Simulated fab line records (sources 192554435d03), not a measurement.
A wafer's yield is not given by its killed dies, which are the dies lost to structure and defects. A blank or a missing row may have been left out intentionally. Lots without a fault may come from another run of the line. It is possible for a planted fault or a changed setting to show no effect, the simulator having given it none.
fab line records	flow n5_finfet	part 1 of 2: steps 1 to 4 of 6
record: lots: 22	wafers: 66	last_day: 18
route steps=1938 shown BEOL_M2@890 BEOL_M3@949
lots that met no fault: taken from a fault-free run of the same line
start_h: hours from the record's first day to the start of the lot's first wafer shown	wait_h: hours since the lot's step before	" same as the row above	L1.1+2: a row that stands for several wafers	- either no value or no given start	* or withheld: withheld	< > ~ a bound
route shown NAME@n: a module of which the file shows steps, and the number in the route of the first	usual: mean and standard deviation over wafers with no fault	same: alike in all rows	chamber/n: place in a boat	sites: each site's reading	_std_site: their standard deviation	_edge_site: the outer-site mean with the inner-site mean subtracted	radius_mm: how far each site lies from the wafer's centre	mask NAME#n: copy n	behind: tool/chamber where the wafer was last shaped	hold: cause of the lot's hold/its duration in hours/its outcome	device: the transistor (n, p or np) that didn't switch	end of line: the tests these same wafers got at the end of their route	a step given without rows: its recipe and nothing more	killed: the dies lost at the first sort to structure and to defects; this is not the yield of the wafer	map: per-die view of a wafer (x killed, . not killed, _ where there is no die)
set.NAME: the setting as run; set.NAME@STEP: as run at that earlier step	model.NAME: the simulator's own value behind a step, which no gauge read
one table for each step of the route and one row for each wafer, over a sample of lots
services: when a tool's chamber went out of use (start_h, in hours from the record's first day, below 0 if earlier), for how many hours, and the reason
== steps ==
step: N5_BEOL_M2_TRENCH_ETCH_37
recipe: chemistry: C4F6/O2	target_depth_a: 555.55	target: SiOC	time_s: 29.2	ion_energy_ev: 250	pressure_mtorr: 30	source_w: 355	bias_w: 185	Ar_flow_sccm: 300	C4F6_flow_sccm: 10	O2_flow_sccm: 10
usual: drypump_motor_current_A: 5.6/0.49	oes_product_au: 0.81/0.093	rf_vpp_V: 673/12	showerhead_plenum_p_Torr: 2.83/0.097	throttle_valve_pct: 20.8/0.33
lot.wafer	tool	chamber	start_h	wait_h	drypump_motor_current_A	oes_product_au	rf_hours_counter_h	rf_vpp_V	showerhead_plenum_p_Torr	throttle_valve_pct
L074.2	rie_diel-02	1	-	-	6.4	0.68	238	666	2.79	20.5
L074.3	"	3	"	"	5.3	0.97	12	682	3.03	20.7
L074.4	"	2	"	"	5.1	0.87	42	659	2.77	20.6
L075.1	rie_diel-04	0	-	-	5.0	0.69	244	674	2.79	21.0
L075.4	"	0	"	"	5.0	0.69	-	677	2.79	21.0
L075.6	"	3	"	"	6.2	0.70	-	667	2.79	20.8
L077.2	rie_diel-02	0	-	-	5.1	0.71	206	662	2.72	21.4
L077.4	"	3	"	"	5.3	0.95	17	681	3.03	20.7
L077.5	"	3	"	"	5.3	0.95	-	682	3.03	20.7
L076.2	rie_diel-02	1	-	-	6.4	0.68	245	664	2.79	20.5
L076.3	"	2	"	"	5.2	0.85	49	657	2.77	20.7
L076.5	"	2	"	"	5.1	0.87	-	658	2.77	20.6
L078.2	rie_diel-03	1	-	-	5.3	0.83	68	684	2.77	20.5
L078.5	"	3	"	"	5.1	0.75	-	659	2.97	20.9
L078.6	"	1	"	"	5.3	0.85	-	684	2.77	20.5
L079.2	rie_diel-03	1	-	-	5.3	0.84	70	684	2.77	20.5
L079.4	"	1	"	"	5.3	0.83	-	685	2.76	20.5
L079.6	"	3	"	"	5.1	0.75	-	660	2.97	20.9
L081.3	rie_diel-04	3	-	-	6.2	0.95	4	666	2.79	20.4
L081.5	"	3	"	"	6.2	0.94	-	668	2.79	20.4
L081.6	"	2	"	"	5.1	0.94	-	665	2.79	20.6
L082.1	rie_diel-02	0	-	-	5.1	0.70	223	665	2.71	21.4
L082.2	"	3	"	"	5.3	0.90	35	682	3.02	20.7
L082.3	"	2	"	"	5.1	0.83	65	659	2.76	20.7
L080.4	rie_diel-03	0	-	-	6.1	0.90	27	685	2.79	21.1
L080.5	"	3	"	"	5.2	0.74	-	659	2.96	20.9
L080.6	"	0	"	"	6.1	0.90	-	685	2.79	21.1
L084.3	rie_diel-04	2	-	-	5.1	0.93	17	665	2.79	20.6
L084.4	"	2	"	"	5.1	0.93	-	664	2.79	20.6
L084.6	"	3	"	"	6.2	0.92	-	667	2.78	20.4
L085.2	rie_diel-04	1	-	-	6.0	0.73	208	685	2.94	21.3
L085.4	"	2	"	"	5.1	0.93	-	665	2.79	20.6
L085.6	"	3	"	"	6.1	0.92	-	668	2.78	20.4
L086.1	rie_diel-02	0	-	-	5.1	0.70	229	663	2.71	21.4
L086.2	"	3	"	"	5.3	0.89	40	680	3.02	20.7
L086.4	"	2	"	"	5.1	0.82	71	658	2.76	20.7
L087.1	rie_diel-03	1	-	-	5.3	0.82	86	685	2.76	20.5
L087.3	"	2	"	"	5.9	0.70	238	697	2.80	20.8
L087.6	"	0	"	"	6.1	0.89	-	685	2.78	21.1
L088.2	rie_diel-02	3	-	-	5.3	0.89	44	678	3.01	20.7
L088.3	"	1	"	"	6.4	0.95	13	665	2.78	20.2
L088.6	"	0	"	"	5.1	0.69	-	664	2.71	21.4
L089.1	rie_diel-03	1	-	-	5.3	0.80	90	683	2.76	20.5
L089.2	"	2	"	"	5.9	0.70	241	696	2.79	20.8
L089.3	"	3	"	"	5.2	0.73	167	659	2.96	20.9
L090.1	rie_diel-03	2	-	-	5.9	0.69	245	697	2.79	20.8
L090.2	"	3	"	"	5.2	0.71	171	659	2.96	20.9
L090.3	"	0	"	"	6.1	0.86	44	683	2.78	21.1
L092.4	rie_diel-02	2	-	-	5.1	0.81	83	658	2.75	20.7
L092.5	"	0	"	"	5.1	0.69	-	663	2.70	21.4
L092.6	"	1	"	"	6.4	0.92	-	666	2.78	20.2
L091.1	rie_diel-02	0	-	-	5.1	0.69	244	664	2.70	21.4
L091.2	"	3	"	"	5.3	0.88	56	682	3.01	20.7
L091.6	"	3	"	"	5.3	0.87	-	680	3.01	20.7
L093.1	rie_diel-03	3	-	-	5.2	0.72	176	659	2.95	20.9
L093.5	"	3	"	"	5.2	0.72	-	660	2.95	20.9
L093.6	"	1	"	"	5.3	0.80	-	683	2.75	20.6
L094.3	rie_diel-04	1	-	-	6.0	0.70	233	683	2.93	21.3
L094.4	"	1	"	"	6.0	0.70	-	683	2.93	21.3
L094.6	"	3	"	"	6.2	0.86	-	666	2.77	20.5
L095.2	rie_diel-02	1	-	-	6.4	0.89	33	664	2.78	20.2
L095.3	"	3	"	"	5.3	0.87	64	682	3.00	20.8
L095.6	"	2	"	"	5.1	0.80	-	657	2.75	20.7
L097.1	rie_diel-03	0	-	-	6.1	0.85	63	683	2.77	21.1
L097.2	"	2	"	"	5.9	0.96	6	696	2.79	20.5
L097.4	"	1	"	"	5.3	0.78	112	683	2.75	20.6
step: N5_BEOL_M2_ETCH_41
recipe: chemistry: CH3F/O2	target: SiCN	target_depth_a: 299	taper_deg: 2	time_s: 52.5	ion_energy_ev: 120	mask_material: TiN	pressure_mtorr: 30	source_w: 395	bias_w: 75	Ar_flow_sccm: 150	CH3F_flow_sccm: 30	O2_flow_sccm: 20
usual: CH3F_flow_sccm: 30.00/0.084	drypump_motor_current_A: 5.6/0.49	oes_product_au: 0.81/0.094	rf_vpp_V: 297.0/1.6	showerhead_plenum_p_Torr: 1.99/0.071	throttle_valve_pct: 16.3/0.31
lot.wafer	tool	chamber	start_h	wait_h	CH3F_flow_sccm	drypump_motor_current_A	oes_product_au	rf_hours_counter_h	rf_vpp_V	showerhead_plenum_p_Torr	throttle_valve_pct
L074.2	rie_diel-02	1	-	-	30.13	6.4	0.69	238	297.8	1.97	16.1
L074.3	"	3	"	"	30.08	5.3	0.98	12	299.9	2.13	16.1
L074.4	"	2	"	"	30.11	5.1	0.87	42	295.8	1.95	16.1
L075.1	rie_diel-04	0	-	-	30.05	4.9	0.69	244	295.9	1.96	16.5
L075.4	"	0	"	"	30.03	5.0	0.69	-	297.1	1.96	16.5
L075.6	"	3	"	"	30.11	6.1	0.69	-	297.6	1.96	16.4
L077.2	rie_diel-02	0	-	-	30.04	5.1	0.72	206	293.9	1.90	16.8
L077.4	"	3	"	"	29.97	5.3	0.96	17	300.9	2.13	16.1
L077.5	"	3	"	"	29.87	5.3	0.96	-	300.2	2.13	16.1
L076.2	rie_diel-02	1	-	-	30.01	6.4	0.68	245	296.7	1.96	16.1
L076.3	"	2	"	"	29.96	5.1	0.86	49	295.5	1.94	16.1
L076.5	"	2	"	"	29.95	5.1	0.86	-	296.4	1.95	16.1
L078.2	rie_diel-03	1	-	-	30.11	5.3	0.85	68	294.4	1.95	16.0
L078.5	"	3	"	"	30.12	5.1	0.74	-	299.1	2.09	16.4
L078.6	"	1	"	"	30.03	5.3	0.85	-	296.1	1.95	16.0
L079.2	rie_diel-03	1	-	-	30.01	5.3	0.84	70	296.8	1.94	16.0
L079.4	"	1	"	"	30.08	5.3	0.84	-	296.1	1.94	16.0
L079.6	"	3	"	"	29.79	5.1	0.75	-	300.2	2.09	16.4
L081.3	rie_diel-04	3	-	-	30.19	6.2	0.94	4	297.1	1.96	15.9
L081.5	"	3	"	"	30.08	6.1	0.94	-	298.4	1.96	15.9
L081.6	"	2	"	"	29.87	5.1	0.95	-	296.5	1.96	16.1
L082.1	rie_diel-02	0	-	-	30.09	5.1	0.71	223	296.4	1.90	16.8
L082.2	"	3	"	"	30.01	5.3	0.91	35	300.1	2.13	16.1
L082.3	"	2	"	"	29.81	5.2	0.84	65	297.2	1.94	16.1
L080.4	rie_diel-03	0	-	-	29.85	6.1	0.91	27	297.2	1.96	16.5
L080.5	"	3	"	"	29.90	5.1	0.74	-	297.7	2.08	16.4
L080.6	"	0	"	"	29.85	6.1	0.90	-	295.9	1.96	16.5
L084.3	rie_diel-04	2	-	-	29.92	5.1	0.92	17	297.8	1.96	16.1
L084.4	"	2	"	"	29.98	5.1	0.93	-	296.8	1.96	16.1
L084.6	"	3	"	"	29.99	6.1	0.92	-	296.1	1.96	15.9
L085.2	rie_diel-04	1	-	-	29.95	6.0	0.72	208	299.2	2.07	16.7
L085.4	"	2	"	"	29.96	5.1	0.91	-	295.9	1.96	16.1
L085.6	"	3	"	"	30.00	6.1	0.92	-	295.7	1.95	15.9
L086.1	rie_diel-02	0	-	-	29.91	5.1	0.70	229	293.8	1.90	16.8
L086.2	"	3	"	"	30.06	5.3	0.90	40	297.9	2.12	16.1
L086.4	"	2	"	"	30.14	5.1	0.83	71	296.9	1.94	16.1
L087.1	rie_diel-03	1	-	-	29.91	5.3	0.81	86	296.8	1.94	16.0
L087.3	"	2	"	"	30.01	5.9	0.70	238	296.5	1.96	16.4
L087.6	"	0	"	"	29.99	6.1	0.89	-	297.8	1.95	16.5
L088.2	rie_diel-02	3	-	-	30.09	5.3	0.89	44	300.3	2.12	16.1
L088.3	"	1	"	"	29.85	6.4	0.95	13	296.5	1.96	15.7
L088.6	"	0	"	"	30.02	5.1	0.69	-	295.3	1.89	16.9
L089.1	rie_diel-03	1	-	-	30.06	5.3	0.80	90	295.7	1.94	16.1
L089.2	"	2	"	"	29.96	5.9	0.69	241	294.9	1.96	16.4
L089.3	"	3	"	"	30.05	5.1	0.72	167	298.3	2.08	16.4
L090.1	rie_diel-03	2	-	-	29.89	5.8	0.69	245	295.3	1.96	16.4
L090.2	"	3	"	"	29.96	5.1	0.71	171	299.3	2.08	16.4
L090.3	"	0	"	"	30.03	6.1	0.87	44	296.5	1.95	16.5
L092.4	rie_diel-02	2	-	-	30.01	5.2	0.81	83	296.6	1.93	16.2
L092.5	"	0	"	"	29.99	5.1	0.69	-	296.0	1.89	16.9
L092.6	"	1	"	"	30.14	6.4	0.91	-	298.4	1.95	15.7
L091.1	rie_diel-02	0	-	-	30.01	5.1	0.69	244	294.3	1.89	16.9
L091.2	"	3	"	"	29.97	5.3	0.88	56	299.4	2.12	16.2
L091.6	"	3	"	"	30.06	5.3	0.88	-	298.9	2.12	16.1
L093.1	rie_diel-03	3	-	-	30.03	5.1	0.71	176	299.0	2.08	16.4
L093.5	"	3	"	"	29.89	5.2	0.71	-	299.7	2.08	16.4
L093.6	"	1	"	"	30.01	5.3	0.79	-	296.9	1.94	16.1
L094.3	rie_diel-04	1	-	-	29.97	6.0	0.71	233	297.9	2.06	16.8
L094.4	"	1	"	"	29.98	6.0	0.71	-	298.8	2.06	16.8
L094.6	"	3	"	"	29.86	6.2	0.87	-	295.6	1.95	16.0
L095.2	rie_diel-02	1	-	-	30.00	6.4	0.89	33	296.7	1.95	15.7
L095.3	"	3	"	"	30.12	5.3	0.88	64	297.5	2.11	16.2
L095.6	"	2	"	"	29.91	5.1	0.80	-	294.9	1.93	16.2
L097.1	rie_diel-03	0	-	-	29.93	6.1	0.84	63	297.1	1.95	16.5
L097.2	"	2	"	"	30.08	5.9	0.94	6	295.9	1.96	16.0
L097.4	"	1	"	"	29.90	5.3	0.78	112	296.1	1.93	16.1
step: N5_BEOL_M2_ANNEAL_80
recipe: temp_c: 400	time_s: 240	ambient: vacuum
usual: heater_power_w: 827/110
lot.wafer	tool	chamber	start_h	wait_h	heater_power_w
L074.2	pvd_sputter-03	-	135.84	0.0	720
L074.3	"	-	"	"	901
L074.4	"	-	"	"	878
L075.1	pvd_sputter-02	-	147.55	0.0	854
L075.4	"	-	"	"	927
L075.6	"	-	"	"	707
L077.2	pvd_sputter-03	-	151.17	0.0	894
L077.4	"	-	"	"	1035
L077.5	"	-	"	"	874
L076.2	pvd_sputter-03	-	154.38	0.0	1017
L076.3	"	-	"	"	882
L076.5	"	-	"	"	1070
L078.2	pvd_sputter-03	-	169.87	0.0	1023
L078.5	"	-	"	"	901
L078.6	"	-	"	"	1067
L079.2	pvd_sputter-01	-	172.56	0.0	723
L079.4	"	-	"	"	666
L079.6	"	-	"	"	670
L081.3	pvd_sputter-02	-	187.64	0.0	691
L081.5	"	-	"	"	871
L081.6	"	-	"	"	698
L082.1	pvd_sputter-01	-	193.96	0.0	764
L082.2	"	-	"	"	737
L082.3	"	-	"	"	663
L080.4	pvd_sputter-02	-	194.08	0.0	920
L080.5	"	-	"	"	915
L080.6	"	-	"	"	920
L084.3	pvd_sputter-03	-	203.37	0.0	868
L084.4	"	-	"	"	702
L084.6	"	-	"	"	856
L085.2	pvd_sputter-01	-	204.92	0.0	790
L085.4	"	-	"	"	759
L085.6	"	-	"	"	716
L086.1	pvd_sputter-02	-	209.16	0.0	898
L086.2	"	-	"	"	683
L086.4	"	-	"	"	924
L087.1	pvd_sputter-03	-	215.94	0.0	889
L087.3	"	-	"	"	1045
L087.6	"	-	"	"	872
L088.2	pvd_sputter-01	-	220.17	0.0	782
L088.3	"	-	"	"	722
L088.6	"	-	"	"	674
L089.1	pvd_sputter-02	-	227.07	0.0	921
L089.2	"	-	"	"	925
L089.3	"	-	"	"	886
L090.1	pvd_sputter-01	-	238.49	0.0	786
L090.2	"	-	"	"	672
L090.3	"	-	"	"	727
L092.4	pvd_sputter-01	-	244.79	0.0	760
L092.5	"	-	"	"	657
L092.6	"	-	"	"	785
L091.1	pvd_sputter-03	-	253.78	0.0	913
L091.2	"	-	"	"	702
L091.6	"	-	"	"	874
L093.1	pvd_sputter-02	-	255.29	0.0	895
L093.5	"	-	"	"	913
L093.6	"	-	"	"	872
L094.3	pvd_sputter-01	-	264.10	0.0	730
L094.4	"	-	"	"	779
L094.6	"	-	"	"	663
L095.2	pvd_sputter-03	-	274.91	0.0	693
L095.3	"	-	"	"	878
L095.6	"	-	"	"	717
L097.1	pvd_sputter-02	-	289.57	0.0	911
L097.2	"	-	"	"	873
L097.4	"	-	"	"	690
step: N5_BEOL_M2_ANNEAL_82
recipe: temp_c: 400	time_s: 240	ambient: vacuum
usual: heater_power_w: 826/120
lot.wafer	tool	chamber	start_h	wait_h	heater_power_w
L074.2	pvd_sputter-03	-	136.06	0.0	707
L074.3	"	-	"	"	885
L074.4	"	-	"	"	861
L075.1	pvd_sputter-02	-	147.77	0.0	870
L075.4	"	-	"	"	907
L075.6	"	-	"	"	694
L077.2	pvd_sputter-03	-	151.39	0.0	875
L077.4	"	-	"	"	1053
L077.5	"	-	"	"	890
L076.2	pvd_sputter-03	-	154.60	0.0	1070
L076.3	"	-	"	"	848
L076.5	"	-	"	"	1055
L078.2	pvd_sputter-03	-	170.09	0.0	1027
L078.5	"	-	"	"	872
L078.6	"	-	"	"	1053
L079.2	pvd_sputter-01	-	172.78	0.0	717
L079.4	"	-	"	"	671
L079.6	"	-	"	"	671
L081.3	pvd_sputter-02	-	187.86	0.0	681
L081.5	"	-	"	"	860
L081.6	"	-	"	"	706
L082.1	pvd_sputter-01	-	194.18	0.0	777
L082.2	"	-	"	"	730
L082.3	"	-	"	"	670
L080.4	pvd_sputter-02	-	194.30	0.0	918
L080.5	"	-	"	"	904
L080.6	"	-	"	"	946
L084.3	pvd_sputter-03	-	203.59	0.0	882
L084.4	"	-	"	"	703
L084.6	"	-	"	"	892
L085.2	pvd_sputter-01	-	205.14	0.0	793
L085.4	"	-	"	"	751
L085.6	"	-	"	"	728
L086.1	pvd_sputter-02	-	209.38	0.0	901
L086.2	"	-	"	"	696
L086.4	"	-	"	"	947
L087.1	pvd_sputter-03	-	216.16	0.0	872
L087.3	"	-	"	"	1059
L087.6	"	-	"	"	859
L088.2	pvd_sputter-01	-	220.39	0.0	788
L088.3	"	-	"	"	735
L088.6	"	-	"	"	660
L089.1	pvd_sputter-02	-	227.29	0.0	936
L089.2	"	-	"	"	933
L089.3	"	-	"	"	893
L090.1	pvd_sputter-01	-	238.71	0.0	793
L090.2	"	-	"	"	661
L090.3	"	-	"	"	730
L092.4	pvd_sputter-01	-	245.01	0.0	747
L092.5	"	-	"	"	673
L092.6	"	-	"	"	760
L091.1	pvd_sputter-03	-	254.00	0.0	893
L091.2	"	-	"	"	691
L091.6	"	-	"	"	863
L093.1	pvd_sputter-02	-	255.51	0.0	919
L093.5	"	-	"	"	920
L093.6	"	-	"	"	871
L094.3	pvd_sputter-01	-	264.32	0.0	714
L094.4	"	-	"	"	791
L094.6	"	-	"	"	674
L095.2	pvd_sputter-03	-	275.13	0.0	706
L095.3	"	-	"	"	880
L095.6	"	-	"	"	695
L097.1	pvd_sputter-02	-	289.79	0.0	911
L097.2	"	-	"	"	886
L097.4	"	-	"	"	682
